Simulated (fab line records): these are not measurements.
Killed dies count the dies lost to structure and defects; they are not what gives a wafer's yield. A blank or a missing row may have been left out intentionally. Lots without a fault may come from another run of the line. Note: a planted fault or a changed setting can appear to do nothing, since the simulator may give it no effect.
Struck lot and sound lot, side by side | flow nand harc | 14 out of 1302 route steps
Sound: the wafers L595.1, L595.3, L595.6. Struck: wafer L608.1 (L608.3, L608.5, from the same lot, were not struck and are left out); the cause is given at the end.
Order at every step that has rows: each side's tool, ch and its chambers, its first start. Under that, the readings that differ: sound wafers | struck wafers | difference of the means | sigmas: that difference in standard deviations of wafers without a fault.
alike: a reading whose means differ by less than 2 such deviations, as well as words and numbers matching on both sides. not compared: withheld readings; readings where some wafer has no value; bounds like >300 that might hide an equal value; numbers whose values overlap and for which the record gives no deviation.
A row with sigmas, a row that says differs or no value, or rows on one side alone: a step with any of these is where the two part. Non-overlapping numbers with no deviation appear without sigmas and do not part them. A reading that every wafer of one side lacks parts them only if that side has two wafers or more.

first, 9 steps without rows for these wafers: NHARC_THIN_TSV_PVD_24 (deposits Al, target thk 800 nm); NHARC_THIN_TSV_DEHYDRATE_25 (time 120 s); NHARC_THIN_TSV_HMDS_26 (time 30 s); NHARC_THIN_TSV_COAT_27; NHARC_THIN_TSV_SOFTBAKE_28 (time 95 s); NHARC_THIN_TSV_EBR_29; NHARC_THIN_TSV_EXPOSE_30 (exposes mask PAD); NHARC_THIN_TSV_PEB_31 (peb time 85 s); NHARC_THIN_TSV_DEVELOP_32 (time 70 s).
NHARC_THIN_TSV_CD_MEAS_33 targets a cd of 5000 nm.
  sound on cd sem-03 ch 0, day 24 17:23; struck on cd sem-02 ch 0, day 29 21:56
  alike: cd nm
then, 1 step without rows for these wafers: NHARC_THIN_TSV_HARDBAKE_34 (time 80 s).
NHARC_THIN_TSV_DESCUM_35: chemistry O2, time 3 s.
  sound on rie diel-13 ch 1,2, day 24 17:34; struck on rie diel-13 ch 1, day 29 22:05
  reading      | sound          | struck | difference | sigmas
  rf vpp V (V) | 58.4 55.6 57.7 | 59.4   | +2.2       | +2
  alike: drypump motor current A, oes product au, showerhead plenum p Torr, throttle valve pct
  not compared: rf hours counter h
NHARC_THIN_TSV_ETCH_59: etches the open film in Cl2/BCl3, target depth 880 nm, time 138.1 s.
  sound on rie metal-02 ch 0,1, day 24 17:41; struck on rie metal-02 ch 0, day 29 22:13
  reading          | sound             | struck | difference | sigmas
  run length s (s) | 159.9 160.2 159.4 | 143.9  | -15.9      | -42
  alike: drypump motor current A, oes product au, throttle valve pct
  not compared: rf hours counter h
NHARC_THIN_TSV_ETCH_36: etches the open film in Cl2/BCl3, target depth 65 nm, time 18.571 s.
  sound on rie metal-02 ch 1, day 24 17:56; struck on rie metal-02 ch 0, day 29 22:29
  alike: drypump motor current A, oes product au, run length s
  not compared: rf hours counter h

== WHERE THEY PART ==
First at NHARC_THIN_TSV_DESCUM_35; last, within this record, at NHARC_THIN_TSV_ETCH_59. Later steps at which nothing parts them and some readings are alike: NHARC_THIN_TSV_ETCH_36.

WHY: what had been put in by the simulator
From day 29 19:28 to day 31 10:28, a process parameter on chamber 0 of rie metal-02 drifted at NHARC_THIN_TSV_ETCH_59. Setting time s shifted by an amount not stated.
